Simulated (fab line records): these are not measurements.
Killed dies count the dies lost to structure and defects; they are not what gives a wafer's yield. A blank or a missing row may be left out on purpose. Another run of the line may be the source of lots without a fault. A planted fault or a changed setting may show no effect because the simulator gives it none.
Chamber matching | flow n5Finfet | rieDiel-03 running N5_BEOL_M2_ETCH_70: 4 sister chambers
The step etches SOC in N2/H2, target depth 80 nm, overetch 24 nm, time 130 s. 4 wafers are shown with their chamber, then 12 later ones without.

WAFERS PAIRED WITH THEIR CHAMBERS
wafer  | chamber | showerheadPlenumPTorr (Torr)
L082.1 | 3       | 2.52
L089.1 | 0       | 2.68
L089.2 | 1       | 2.59
L089.4 | 2       | 2.49

WAFERS WHOSE CHAMBER IS MISSING
wafer  | showerheadPlenumPTorr (Torr)
L091.1 | 2.52
L091.2 | 2.68
L091.3 | 2.49
L092.2 | 2.59
L092.4 | 2.49
L092.6 | 2.52
L096.1 | 2.67
L096.2 | 2.58
L096.5 | 2.49
L097.2 | 2.48
L097.3 | 2.67
L097.4 | 2.51

EACH ONE'S CHAMBER
wafer  | from the rows above     | in truth
L091.1 | 3                       | 3
L091.2 | 0                       | 0
L091.3 | 2                       | 2
L092.2 | 1                       | 1
L092.4 | 2                       | 2
L092.6 | 3                       | 3
L096.1 | 0                       | 0
L096.2 | 1                       | 1
L096.5 | 2                       | 2
L097.2 | 2                       | 2
L097.3 | 0                       | 0
L097.4 | can't be placed: 3 or 2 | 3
Correctly placed: 11 of 12. These rows do not allow placing 1 (true chamber among the candidates in 1). 0 placed wrongly.
How it was worked out, from the rows above alone: a wafer's distance from a chamber is the root of the sum, over the readings, of the square of ((its reading less the chamber's mean) divided by the reading's scatter). If the next closest chamber is less than 2 further off than the closest, the wafer can't be placed; otherwise it belongs to the closest. Each chamber's mean is taken over the wafers shown for it. The scatter (one wafer shown for each chamber): square how far every hidden wafer sits from the nearest shown wafer, average those squares and take the square root.
